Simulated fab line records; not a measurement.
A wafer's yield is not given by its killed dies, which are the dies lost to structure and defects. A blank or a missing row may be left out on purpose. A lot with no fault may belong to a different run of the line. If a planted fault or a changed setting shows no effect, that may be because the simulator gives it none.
What tool caused it?    flow n5Finfet    route of 1938 steps, sampled at 1 step: 10 lots, 30 wafers

WHAT EACH GAUGE READ, for each wafer
N5_MOL_CONTACT_COAG_CD_MEAS_40: the cd target is 25.1 nm.
lot   measured      on        cdNm (nm)
L746  day 5 16:36   cdSem-02  24.69 24.97 24.63
L748  day 5 19:57   cdSem-01  24.88 24.56 25.50
L749  day 6 05:26   cdSem-02  24.89 24.69 24.87
L751  day 6 14:43   cdSem-03  25.11 25.31 24.73
L756  day 7 20:10   cdSem-03  24.89 24.90 25.58
L758  day 8 13:08   cdSem-02  25.02 25.07 25.36
L764  day 10 06:33  cdSem-02  25.10 25.21 25.02
L765  day 10 06:53  cdSem-02  25.14 24.85 24.82
L766  day 10 08:23  cdSem-01  24.72 25.24 25.11
L767  day 10 21:39  cdSem-01  25.05 25.27 25.37

WHICH TOOL RAN EACH LOT (tool, then ch and the chambers of the sampled wafers, then the start)
The record holds no process step before these readings.

THE ANSWER, worked out from the rows above alone
Rule: the usual values come from the lots themselves. Put in order of their means at a reading, lots are off if they are a third of the lots or fewer, leave a main group of 4 or more, and stand apart from it by a gap of 3 or more times the standard deviation of the main group's means; of several such gaps the widest counts. If all means in a main group match to the digits the tables above print for the reading, that group is not used. Also off: a lot with no number at a reading for which 4 or more lots have one. Any other lot the step has rows for is counted as sound.
Across all readings shown, no lot is off: no conclusion can be drawn from this.

WHAT THE SIMULATOR HAD PUT IN
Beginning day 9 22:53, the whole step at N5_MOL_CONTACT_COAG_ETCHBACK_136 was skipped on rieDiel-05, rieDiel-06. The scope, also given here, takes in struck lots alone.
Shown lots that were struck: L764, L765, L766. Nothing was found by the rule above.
